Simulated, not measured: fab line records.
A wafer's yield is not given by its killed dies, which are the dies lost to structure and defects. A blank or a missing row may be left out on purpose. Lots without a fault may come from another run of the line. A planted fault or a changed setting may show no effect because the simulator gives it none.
fab line records	flow nand-harc
[record] lots = 7	wafers = 21	last-day = 23
route steps=1159 shown A_BONDPAD@1076 END@1159
lots untouched by any fault: they come from a run of this same line in which no faults occurred
start-h: the number of hours between the record's first day and the start of the first shown wafer of the lot	wait-h: how many hours have passed since the lot's step before this one	" same as the row above	L1.1+2: a single row standing in for several wafers	- no value present, or no start provided	* or withheld: withheld	< > ~ a bound
route shown NAME@n: NAME is a module with steps in the file, n the number in the route of the first one	usual: mean/standard deviation of fault-free wafers	same: alike in all rows	chamber/n: place in a boat	sites: each site's reading	_std_site: the values' standard deviation	_edge_site: the outer-site mean with the inner-site mean subtracted	radius-mm: how far each site lies from the wafer's centre	mask NAME#n: copy n	behind: tool/chamber where the wafer was last shaped	hold: what put the lot on hold/how long, in hours/how the hold closed	device: the transistor (n, p or np) that didn't switch	end of line: the same wafers' tests at the end of the route	a step with no rows: only its recipe	killed: the dies lost at the first sort to structure and to defects; this is not the yield of the wafer	map: a wafer's dies, x killed, . not, _ none there
set.NAME: setting as actually run; set.NAME@STEP: the setting as run at that earlier step	model.NAME: the simulator's own value behind a step, which no gauge read
lots seen at some steps along the route; tables by step, rows by wafer
services: the hour from which a tool's chamber was out of use, counted from the record's first day as start-h (under 0 if before that day), plus the number of hours and why
[[steps]]
[step NHARC_A_BONDPAD_ETCH_34]
[recipe] target-depth-a = 600	overetch-a = 180	time-s = 65.91	ion-energy-ev = 200	n2-flow-sccm = 150	h2-flow-sccm = 150	ar-flow-sccm = 0	rf-w = 400	bias-w = 150	chemistry = N2/H2
[step NHARC_A_BONDPAD_ETCH_12]
[recipe] target-depth-a = 2200	time-s = 110	chf3-flow-sccm = 50	o2-flow-sccm = 10	ar-flow-sccm = 200	rf-w = 500	bias-w = 200	chemistry = CHF3/O2
[step NHARC_A_BONDPAD_CD_MEAS_13]
[usual] cd-nm = 500.0/2.8
lot.wafer	tool	chamber	start-h	wait-h	cd-nm
L408.2	cd-sem-03	-	415.49	-	498.9
L408.4	"	-	"	"	498.3
L408.5	"	-	"	"	497.8
L410.2	cd-sem-02	-	417.76	-	499.0
L410.3	"	-	"	"	499.9
L410.5	"	-	"	"	499.1
L411.2	cd-sem-02	-	423.53	-	500.7
L411.3	"	-	"	"	500.9
L411.4	"	-	"	"	500.6
L412.3	cd-sem-01	-	428.22	-	502.1
L412.4	"	-	"	"	503.6
L412.5	"	-	"	"	502.6
L415.2	cd-sem-02	-	444.84	-	498.3
L415.3	"	-	"	"	499.8
L415.5	"	-	"	"	500.9
L422.2	cd-sem-01	-	493.48	-	500.4
L422.3	"	-	"	"	500.4
L422.5	"	-	"	"	499.0
L426.1	cd-sem-01	-	524.03	-	498.0
L426.5	"	-	"	"	501.3
L426.6	"	-	"	"	502.4
[step NHARC_A_BONDPAD_STRIP_15]
[recipe] o2-flow-sccm = 500	ar-flow-sccm = 0	bias-w = 0	chemistry = O2
[usual] drypump-motor-current-A = 5.7/0.39	mfc-ar-sccm = 0.011/0.015	oes-product-au = 1.011/0.015	rf-vpp-V = 57.5/0.81	showerhead-plenum-p-Torr = 3.40/0.099	throttle-valve-pct = 17.037/0.0091
[same] bias-w = 0
lot.wafer	tool	chamber	start-h	wait-h	drypump-motor-current-A	mfc-ar-sccm	oes-product-au	rf-hours-counter-h	rf-vpp-V	showerhead-plenum-p-Torr	throttle-valve-pct
L408.4	rie-diel-09	0	415.56	0.1	5.3	0.004	0.974	6	58.3	3.40	17.032
L408.2	"	2	"	"	5.4	0.032	1.016	6	57.6	3.33	17.052
L408.5	"	1	"	"	6.4	0	1.037	-	57.5	3.30	17.026
L410.3	rie-diel-09	3	417.84	0.1	5.8	0	1.014	6	56.0	3.44	17.034
L410.2	"	1	"	"	6.4	0	1.037	6	57.2	3.30	17.035
L410.5	"	2	"	"	5.5	0.032	1.014	-	58.7	3.33	17.029
L411.4	rie-diel-09	1	423.62	0.1	6.4	0	1.039	6	58.0	3.30	17.052
L411.2	"	2	"	"	5.5	0.032	1.035	6	56.4	3.33	17.033
L411.3	"	0	"	"	5.3	0.004	0.983	7	56.4	3.40	17.047
L412.4	rie-diel-09	2	428.31	0.1	5.5	0.032	1.034	6	57.4	3.33	17.031
L412.3	"	1	"	"	6.4	0	1.037	6	58.0	3.30	17.024
L412.5	"	3	"	"	5.8	0	1.009	-	57.6	3.44	17.035
L415.2	rie-diel-09	1	444.91	0.1	6.4	0	1.037	0	56.9	3.30	17.041
L415.3	"	2	"	"	5.5	0.032	1.017	0	56.9	3.33	17.018
L415.5	"	1	"	"	6.4	0	1.022	-	57.3	3.30	17.040
L422.2	rie-diel-09	1	493.57	0.1	6.4	0	1.021	2	57.8	3.30	17.033
L422.3	"	3	"	"	5.7	0	1.014	2	58.3	3.43	17.026
L422.5	"	0	"	"	5.3	0.004	1.000	-	57.3	3.40	17.047
L426.1	rie-diel-09	3	524.12	0.1	5.8	0	1.011	3	58.5	3.43	17.037
L426.5	"	2	"	"	5.5	0.032	1.010	-	57.1	3.33	17.032
L426.6	"	3	"	"	5.8	0	1.004	-	57.7	3.43	17.040
[step NHARC_A_BONDPAD_ETCH_24]
[recipe] target-depth-a = 300	over-etch-frac = 0.3	time-s = 72.99	ion-energy-ev = 150	cf4-flow-sccm = 50	n2-flow-sccm = 100	ar-flow-sccm = 150	rf-w = 300	bias-w = 100	chemistry = CF4/N2
[usual] bias-w = 100.0/0.32	drypump-motor-current-A = 5.7/0.41	mfc-ar-sccm = 149.9/0.46	oes-product-au = 1.010/0.016	rf-vpp-V = 312.6/1.4	showerhead-plenum-p-Torr = 2.53/0.069	throttle-valve-pct = 19.794/0.0085
lot.wafer	tool	chamber	start-h	wait-h	bias-w	drypump-motor-current-A	mfc-ar-sccm	oes-product-au	rf-hours-counter-h	rf-vpp-V	showerhead-plenum-p-Torr	throttle-valve-pct
L408.2	rie-diel-09	3	-	-	99.9	5.8	150.2	1.017	5	311.8	2.56	19.790
L408.4	"	1	"	"	99.6	6.4	150.2	1.032	6	310.8	2.45	19.798
L408.5	"	0	"	"	99.3	5.3	150.1	0.974	-	312.9	2.53	19.791
L410.2	rie-diel-09	2	-	-	99.9	5.5	149.4	1.023	6	311.7	2.47	19.801
L410.3	"	3	"	"	100.0	5.8	149.0	1.009	6	313.2	2.56	19.795
L410.5	"	0	"	"	99.7	5.3	150.0	0.982	-	310.6	2.53	19.793
L411.2	rie-diel-09	1	-	-	100.5	6.4	149.9	1.041	6	310.5	2.45	19.796
L411.4	"	3	"	"	100.3	5.8	150.4	1.013	6	313.7	2.56	19.777
L411.3	"	0	"	"	99.6	5.3	149.9	0.974	7	312.4	2.53	19.789
L412.3	rie-diel-09	0	-	-	100.1	5.3	150.0	0.979	7	312.3	2.53	19.790
L412.4	"	3	"	"	100.1	5.8	149.7	1.015	6	313.3	2.56	19.792
L412.5	"	0	"	"	100.1	5.3	149.8	0.985	-	312.4	2.53	19.806
L415.2	rie-diel-09	0	-	-	99.9	5.3	150.3	0.995	0	313.9	2.53	19.793
L415.3	"	1	"	"	100.3	6.4	149.2	1.032	0	312.4	2.45	19.792
L415.5	"	1	"	"	100.4	6.4	149.2	1.026	-	311.2	2.45	19.807
L422.2	rie-diel-09	3	-	-	99.5	5.7	149.7	1.026	2	313.3	2.55	19.809
L422.3	"	1	"	"	100.5	6.5	149.0	1.027	2	309.6	2.45	19.802
L422.5	"	3	"	"	100.4	5.8	149.6	1.022	-	312.0	2.55	19.793
L426.1	rie-diel-09	2	-	-	100.2	5.5	149.6	1.007	3	312.2	2.47	19.792
L426.6	"	2	"	"	100.1	5.4	150.1	1.004	-	311.5	2.47	19.779
L426.5	"	3	"	"	100.4	5.8	150.3	1.017	-	312.1	2.55	19.785
[step NHARC_A_BONDPAD_STRIP_16]
[recipe] time-s = 600	temp-c = 30	chemistry = post-etch-residue-remover
[step NHARC_A_BONDPAD_DEGAS_25]
[recipe] temp-c = 300	time-s = 60
[usual] heater-power-w = 473/34
lot.wafer	tool	chamber	start-h	wait-h	heater-power-w
L408.2	pvd-sputter-02	-	416.11	-	466
L408.4	"	-	"	"	451
L408.5	"	-	"	"	438
L410.2	pvd-sputter-01	-	418.38	-	454
L410.3	"	-	"	"	433
L410.5	"	-	"	"	462
L411.2	pvd-sputter-03	-	424.16	-	503
L411.3	"	-	"	"	508
L411.4	"	-	"	"	513
L412.4	pvd-sputter-03	-	428.85	-	487
L412.3	"	-	"	"	499
L412.5	"	-	"	"	531
L415.2	pvd-sputter-03	-	445.47	-	492
L415.3	"	-	"	"	540
L415.5	"	-	"	"	517
L422.2	pvd-sputter-03	-	494.11	-	527
L422.3	"	-	"	"	523
L422.5	"	-	"	"	513
L426.1	pvd-sputter-01	-	524.65	-	420
L426.6	"	-	"	"	446
L426.5	"	-	"	"	421
[step NHARC_A_BONDPAD_PRE_CLEAN_26]
[recipe] time-s = 30	temp-c = 280	gas = H2/He
[step NHARC_A_BONDPAD_PVD_17]
[recipe] target-thk-a = 50	bias-v = 168.6	power-w = 15000	chamber-pressure-pa = 0.12	time-s = 8.06	substrate-temp-c = 50	material = TaN
[step NHARC_A_BONDPAD_PVD_27]
[recipe] target-thk-a = 300	chamber-pressure-pa = 5	power-w = 5000	substrate-temp-c = 30	time-s = 20.49	material = Cu
[usual] throttle-valve-pct = 30.2/0.99
lot.wafer	tool	chamber	start-h	wait-h	throttle-valve-pct
L408.2	pvd-sputter-02	-	-	-	31.4
L408.4	"	-	"	"	30.6
L408.5	"	-	"	"	29.6
L410.3	pvd-sputter-01	-	-	-	29.2
L410.2	"	-	"	"	30.0
L410.5	"	-	"	"	29.5
L411.4	pvd-sputter-03	-	-	-	31.3
L411.2	"	-	"	"	29.7
L411.3	"	-	"	"	27.8
L412.3	pvd-sputter-03	-	-	-	31.2
L412.4	"	-	"	"	30.8
L412.5	"	-	"	"	31.0
L415.2	pvd-sputter-03	-	-	-	30.1
L415.3	"	-	"	"	31.3
L415.5	"	-	"	"	29.9
L422.3	pvd-sputter-03	-	-	-	30.9
L422.2	"	-	"	"	31.4
L422.5	"	-	"	"	30.9
L426.1	pvd-sputter-01	-	-	-	30.1
L426.5	"	-	"	"	30.0
L426.6	"	-	"	"	29.3
[step NHARC_A_BONDPAD_ECD_18]
[recipe] target-thk-a = 4000	bath-temp-c = 25	material = Cu
[step NHARC_A_BONDPAD_ANNEAL_28]
[recipe] temp-c = 225	time-s = 90
[usual] wafer_temp_C_max = 225.9/0.31
lot.wafer	tool	chamber	start-h	wait-h	wafer_temp_C_max
L408.2	rtp-anneal-01	0	417.00	0.4	226.1
L408.4	"	0	"	"	226.0
L408.5	"	0	"	"	225.8
L410.2	rtp-anneal-01	0	419.16	-	226.1
L410.3	"	0	"	"	226.2
L410.5	"	0	"	"	226.1
L411.2	rtp-anneal-01	0	424.96	0.3	225.7
L411.3	"	0	"	"	226.4
L411.4	"	0	"	"	225.8
L412.3	rtp-anneal-02	0	429.69	-	225.6
L412.4	"	0	"	"	225.7
L412.5	"	0	"	"	226.0
L415.2	rtp-anneal-01	0	446.25	-	226.4
L415.3	"	0	"	"	226.1
L415.5	"	0	"	"	226.0
L422.2	rtp-anneal-02	0	494.90	0.3	225.7
L422.3	"	0	"	"	226.0
L422.5	"	0	"	"	225.6
L426.1	rtp-anneal-02	0	525.49	-	225.7
L426.5	"	0	"	"	225.4
L426.6	"	0	"	"	225.6
[step NHARC_A_BONDPAD_CMP_19]
[recipe] t-overpolish-s = 30	cu-recess-touch-s = 16	target-thk-nm = 169.8
[usual] cu-recess-touch-s = 16/0	edge-zone-pressure-frac = 0.999/0.0052	motor-current-A = 12.4/1.3	overpolish-run-s = 30.001/0.0094	t-overpolish-s = 30/0
lot.wafer	tool	chamber	start-h	wait-h	cu-recess-touch-s	edge-zone-pressure-frac	motor-current-A	overpolish-run-s	t-overpolish-s
L408.4	cmp-04	1	417.32	-	16	1.005	10.8	30.013	30
L408.2	"	3	"	"	16	1.006	10.0	30.004	30
L408.5	"	1	"	"	16	1.006	11.0	30.003	30
L410.2	cmp-03	0	419.48	-	16	1.003	11.8	30.005	30
L410.3	"	3	"	"	16	1.005	12.0	29.992	30
L410.5	"	1	"	"	16	1.000	14.5	30.002	30
L411.4	cmp-04	0	425.28	-	-	-	-	-	-
L411.3	"	1	"	"	-	-	-	-	-
L411.2	"	2	"	"	-	-	-	-	-
L412.3	cmp-03	2	429.97	-	-	-	-	-	-
L412.4	"	3	"	"	-	-	-	-	-
L412.5	"	2	"	"	-	-	-	-	-
L415.2	cmp-01	2	446.61	-	-	-	-	-	-
L415.3	"	3	"	"	-	-	-	-	-
L415.5	"	0	"	"	-	-	-	-	-
L422.2	cmp-04	1	495.22	-	16	1.007	11.0	29.995	30
L422.3	"	3	"	"	16	0.997	10.9	30.006	30
L422.5	"	1	"	"	16	1.001	10.5	30.001	30
L426.1	cmp-01	1	525.92	-	16	0.997	11.6	30.010	30
L426.5	"	2	"	"	16	0.999	12.6	30.016	30
L426.6	"	3	"	"	16	0.990	13.3	29.990	30
[step NHARC_A_BONDPAD_THK_MEAS_20]
[recipe] thk-meas-gauge = xrf
[usual] thk-nm = 169.4/1.8
lot.wafer	tool	chamber	start-h	wait-h	thk-nm
L408.2	film-metro-02	-	417.62	-	168.1
L408.4	"	-	"	"	168.6
L408.5	"	-	"	"	169.5
L410.2	film-metro-02	-	419.81	-	169.6
L410.3	"	-	"	"	167.9
L410.5	"	-	"	"	167.4
L411.2	film-metro-02	-	425.57	0.2	398.8
L411.3	"	-	"	"	403.1
L411.4	"	-	"	"	399.2
L412.3	film-metro-02	-	430.26	0.3	402.5
L412.4	"	-	"	"	395.7
L412.5	"	-	"	"	399.1
L415.2	film-metro-02	-	446.88	0.2	398.6
L415.3	"	-	"	"	404.6
L415.5	"	-	"	"	398.1
L422.2	film-metro-01	-	495.52	-	170.9
L422.3	"	-	"	"	168.7
L422.5	"	-	"	"	171.8
L426.1	film-metro-02	-	526.16	-	170.9
L426.5	"	-	"	"	170.2
L426.6	"	-	"	"	173.5
[step NHARC_A_BONDPAD_SRD_21]
[recipe] time-s = 30	temp-c = 23	dry-time-s = 20	spin-rpm = 1500
[step NHARC_A_BONDPAD_INSPECT_23]
[usual] raw-defect-count = 454/110
lot.wafer	tool	chamber	start-h	wait-h	raw-defect-count
L408.2	defect-inspect-01	-	417.82	0.0	606
L408.4	"	-	"	"	473
L408.5	"	-	"	"	414
L410.2	defect-inspect-02	-	420.04	0.0	439
L410.3	"	-	"	"	364
L410.5	"	-	"	"	372
L411.2	defect-inspect-01	-	425.79	0.0	3279
L411.3	"	-	"	"	3428
L411.4	"	-	"	"	3108
L412.3	defect-inspect-02	-	430.54	0.0	3296
L412.4	"	-	"	"	3192
L412.5	"	-	"	"	3253
L415.2	defect-inspect-01	-	447.08	0.0	3202
L415.3	"	-	"	"	3216
L415.5	"	-	"	"	3292
L422.2	defect-inspect-02	-	495.72	0.0	489
L422.3	"	-	"	"	436
L422.5	"	-	"	"	286
L426.1	defect-inspect-02	-	526.39	0.0	445
L426.5	"	-	"	"	390
L426.6	"	-	"	"	388
[step NHARC_END_SORT_01]
[recipe] temp-c = 25
[usual] defect-limited-yield = 95.3/1.5	killed-at-array = 28/10	killed-at-other = 0.6/1.1	killed-at-periphery = 3.6/2.6	killed-dies = 32/10	killed-open = 3.3/1.8	killed-short = 1.9/1.4	sort_bin_2_pct = 1.5/0.61	sort_bin_3_pct = 0.27/0.2	sort_bin_4_pct = 3.0/1	sort-n-pass = 645/10	sort-rim-yield-pct = 97.3/1.9	sort-yield-pct = 95.3/1.5
[same] gross-dies = 677	sort_bin_5_pct[%] = 0	sort_bin_6_pct[%] = 0	sort_bin_7_pct[%] = 0	sort_bin_8_pct[%] = 0	sort-rim-n-gross = 106.00
lot.wafer	tool	chamber	start-h	wait-h	defect-limited-yield[%]	killed-at-array	killed-at-other	killed-at-periphery	killed-dies	killed-open	killed-short	sort_bin_2_pct[%]	sort_bin_3_pct[%]	sort_bin_4_pct[%]	sort-n-pass	sort-rim-yield-pct[%]	sort-yield-pct[%]
L412.3	prober-02	0	458.85	3.1	0	673	1	3	677	3	2	1.0	96.60	2.4	0	0	0
L412.4	prober-02	0	459.65	3.4	0	672	0	5	677	7	2	1.0	95.42	3.5	0	0	0
L412.5	prober-02	0	460.45	3.7	0	671	0	6	677	2	1	1.0	96.31	2.7	0	0	0
L411.2	prober-01	0	465.21	2.8	0	672	1	4	677	4	1	0.7	97.19	2.1	0	0	0
L411.3	prober-01	0	466.02	3.1	0	670	0	7	677	6	5	1.0	96.16	2.8	0	0	0
L411.4	prober-01	0	466.83	3.4	0	670	0	7	677	1	5	0.7	96.90	2.4	0	0	0
L415.2	prober-02	0	478.31	2.8	0	670	2	5	677	2	0	0.9	95.27	3.8	0	0	0
L415.3	prober-02	0	479.10	3.1	0	670	5	2	677	5	3	1.5	94.39	4.1	0	0	0
L415.5	prober-02	0	480.67	3.6	0	675	0	2	677	3	2	1.8	94.98	3.2	0	0	0
// killed by level:class
L412.3 A_BONDPAD:area-cmp=654 A_SLIT:chamber-film-flake=7 A_ZERO_WELL:chamber-film-flake=2 A_STAIRCASE:chamber-film-flake=2 A_CONTACT:chamber-film-flake=2 P_M0:geometric-particle:open=1 A_ONON_D1:geometric-particle:short=1 A_WL_FILL:geometric-particle:short=1
L412.4 A_BONDPAD:area-cmp=645 A_SLIT:chamber-film-flake=7 A_CHANNEL_HOLE_D1:chamber-film-flake=5 A_CONTACT:chamber-film-flake=4 P_STI:geometric-particle:open=2 A_WL_FILL:geometric-particle:short=2 A_M0:geometric-particle:open=2 P_ZERO_WELL:chamber-film-flake=2
L412.5 A_BONDPAD:area-cmp=651 A_SLIT:chamber-film-flake=9 A_STAIRCASE:chamber-film-flake=4 P_ZERO_WELL:chamber-film-flake=3 A_CONTACT:chamber-film-flake=2 P_STI:geometric-particle:short=1 A_ONON_D1:geometric-particle:open=1 A_M0:geometric-particle:open=1
L411.2 A_BONDPAD:area-cmp=658 A_CHANNEL_HOLE_D1:chamber-film-flake=4 P_ZERO_WELL:chamber-film-flake=2 P_GATE:chamber-film-flake=2 A_STAIRCASE:chamber-film-flake=2 A_WL_FILL:chamber-film-flake=2 A_CHANNEL_FILL_D1:geometric-particle:open=1 A_CONTACT:geometric-particle:open=1
L411.3 A_BONDPAD:area-cmp=648 A_CONTACT:chamber-film-flake=5 P_ZERO_WELL:chamber-film-flake=3 A_CHANNEL_HOLE_D1:chamber-film-flake=3 A_ONON_D1:geometric-particle:short=2 P_GATE:chamber-film-flake=2 A_ZERO_WELL:chamber-film-flake=2 A_STAIRCASE:chamber-film-flake=2
L411.4 A_BONDPAD:area-cmp=655 P_ZERO_WELL:chamber-film-flake=4 A_CHANNEL_HOLE_D1:chamber-film-flake=4 A_CONTACT:chamber-film-flake=4 A_WL_FILL:geometric-particle:short=2 P_CONTACT:geometric-particle:open=1 P_M1:geometric-particle:short=1 A_ONON_D1:geometric-particle:short=1
L415.2 A_BONDPAD:area-cmp=645 A_SLIT:chamber-film-flake=11 A_STAIRCASE:chamber-film-flake=7 P_GATE:chamber-film-flake=3 A_CHANNEL_HOLE_D1:chamber-film-flake=3 A_WL_FILL:chamber-film-flake=2 THIN_TSV:chamber-film-flake=2 P_M2:geometric-particle:open=1
L415.3 A_BONDPAD:area-cmp=635 A_SLIT:chamber-film-flake=19 A_STAIRCASE:chamber-film-flake=7 THIN_TSV:chamber-film-flake=3 A_WL_FILL:geometric-particle:open=2 STARTING-WAFER:geometric-particle:short=2 A_WL_FILL:chamber-film-flake=2 A_CONTACT:chamber-film-flake=2
L415.5 A_BONDPAD:area-cmp=641 A_SLIT:chamber-film-flake=15 A_STAIRCASE:chamber-film-flake=4 A_CONTACT:chamber-film-flake=4 A_CHANNEL_HOLE_D1:chamber-film-flake=3 A_CONTACT:geometric-particle:short=2 A_BONDPAD:chamber-film-flake=2 A_ONON_D1:geometric-particle:open=1
// map L411.2 (x killed, . not)
____________x____________
_________xxxxxxx_________
_______xxxxxxxxxxx_______
______xxxxxxxxxxxxx______
_____xxxxxxxxxxxxxxx_____
____xxxxxxxxxxxxxxxxx____
____xxxxxxxxxxxxxxxxx____
___xxxxxxxxxxxxxxxxxxx___
___xxxxxxxxxxxxxxxxxxx___
__xxxxxxxxxxxxxxxxxxxxx__
__xxxxxxxxxxxxxxxxxxxxx__
_xxxxxxxxxxxxxxxxxxxxxxx_
_xxxxxxxxxxxxxxxxxxxxxxx_
_xxxxxxxxxxxxxxxxxxxxxxx_
_xxxxxxxxxxxxxxxxxxxxxxx_
_xxxxxxxxxxxxxxxxxxxxxxx_
xxxxxxxxxxxxxxxxxxxxxxxxx
xxxxxxxxxxxxxxxxxxxxxxxxx
xxxxxxxxxxxxxxxxxxxxxxxxx
xxxxxxxxxxxxxxxxxxxxxxxxx
xxxxxxxxxxxxxxxxxxxxxxxxx
_xxxxxxxxxxxxxxxxxxxxxxx_
_xxxxxxxxxxxxxxxxxxxxxxx_
_xxxxxxxxxxxxxxxxxxxxxxx_
_xxxxxxxxxxxxxxxxxxxxxxx_
_xxxxxxxxxxxxxxxxxxxxxxx_
__xxxxxxxxxxxxxxxxxxxxx__
__xxxxxxxxxxxxxxxxxxxxx__
___xxxxxxxxxxxxxxxxxxx___
___xxxxxxxxxxxxxxxxxxx___
____xxxxxxxxxxxxxxxxx____
____xxxxxxxxxxxxxxxxx____
_____xxxxxxxxxxxxxxx_____
______xxxxxxxxxxxxx______
_______xxxxxxxxxxx_______
_________xxxxxxx_________
____________x____________
// map L412.3 (x killed, . not)
____________x____________
_________xxxxxxx_________
_______xxxxxxxxxxx_______
______xxxxxxxxxxxxx______
_____xxxxxxxxxxxxxxx_____
____xxxxxxxxxxxxxxxxx____
____xxxxxxxxxxxxxxxxx____
___xxxxxxxxxxxxxxxxxxx___
___xxxxxxxxxxxxxxxxxxx___
__xxxxxxxxxxxxxxxxxxxxx__
__xxxxxxxxxxxxxxxxxxxxx__
_xxxxxxxxxxxxxxxxxxxxxxx_
_xxxxxxxxxxxxxxxxxxxxxxx_
_xxxxxxxxxxxxxxxxxxxxxxx_
_xxxxxxxxxxxxxxxxxxxxxxx_
_xxxxxxxxxxxxxxxxxxxxxxx_
xxxxxxxxxxxxxxxxxxxxxxxxx
xxxxxxxxxxxxxxxxxxxxxxxxx
xxxxxxxxxxxxxxxxxxxxxxxxx
xxxxxxxxxxxxxxxxxxxxxxxxx
xxxxxxxxxxxxxxxxxxxxxxxxx
_xxxxxxxxxxxxxxxxxxxxxxx_
_xxxxxxxxxxxxxxxxxxxxxxx_
_xxxxxxxxxxxxxxxxxxxxxxx_
_xxxxxxxxxxxxxxxxxxxxxxx_
_xxxxxxxxxxxxxxxxxxxxxxx_
__xxxxxxxxxxxxxxxxxxxxx__
__xxxxxxxxxxxxxxxxxxxxx__
___xxxxxxxxxxxxxxxxxxx___
___xxxxxxxxxxxxxxxxxxx___
____xxxxxxxxxxxxxxxxx____
____xxxxxxxxxxxxxxxxx____
_____xxxxxxxxxxxxxxx_____
______xxxxxxxxxxxxx______
_______xxxxxxxxxxx_______
_________xxxxxxx_________
____________x____________
[[services]]
tool	chamber	start-h	hours	kind
pvd-sputter-02	-	392.06	10.0	pm
cmp-04	-	394.50	0.7	repair
cmp-03	-	396.11	0.4	repair
cmp-04	-	399.00	4.0	pm
cmp-01	-	402.80	0.6	repair
cmp-04	-	405.77	2.6	repair
rie-diel-09	0	410.10	-	clean
rie-diel-09	1	410.10	-	clean
rie-diel-09	2	410.10	-	clean
cmp-01	-	414.53	0.4	repair
rie-diel-09	3	419.53	2.0	repair
rie-diel-09	-	431.10	9.0	pm
cmp-01	-	439.44	1.6	repair
rie-diel-09	2	450.12	10.6	repair
cmp-03	-	450.26	4.0	pm
pvd-sputter-03	-	458.02	10.0	pm
cmp-03	-	464.05	6.1	repair
cmp-04	-	470.74	2.4	repair
cmp-01	-	472.61	0.3	repair
cmp-01	-	473.53	4.0	pm
cmp-04	-	485.96	0.8	repair
cmp-01	-	494.21	2.4	repair
cmp-04	-	497.00	4.0	pm
pvd-sputter-01	-	514.00	10.0	pm
[[key]]
[first-sign] step = NHARC_A_BONDPAD_CMP_19	reading = tool-record	direction = missing
[effect] step = NHARC_A_BONDPAD_THK_MEAS_20	reading = thk-nm	direction = up	sigmas = 99+	usual = 169.4	struck = 400.0
[effect] step = NHARC_A_BONDPAD_INSPECT_23	reading = raw-defect-count	direction = up	sigmas = 26	usual = 454	struck = 3252
[effect] step = NHARC_END_SORT_01	reading = sort_bin_3_pct	direction = up	sigmas = 99+	usual = 0.27	struck = 95.91
[more-kills-born-at] NHARC_A_BONDPAD_CMP_19@cmp-04 = 1961	NHARC_A_BONDPAD_CMP_19@cmp-03 = 1950	NHARC_A_BONDPAD_CMP_19@cmp-01 = 1921
met-at NHARC_A_BONDPAD_CMP_19
struck-wafers L411.2,L411.3,L411.4,L412.3,L412.4,L412.5,L415.2,L415.3,L415.5
later-rows-left-out L411.2,L411.3,L411.4,L412.3,L412.4,L412.5,L415.2,L415.3,L415.5
onset-between 419.48 425.28
[fault] kind = skipped-step-whole	tool = cmp-01,cmp-03,cmp-04	chamber = -	onset-h = 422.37	steps = NHARC_A_BONDPAD_CMP_19	scope = struck-lots-only
// later-rows-left-out: the simulator's readings of these wafers behind a module that went badly wrong aren't trusted and aren't shown, but for the sort
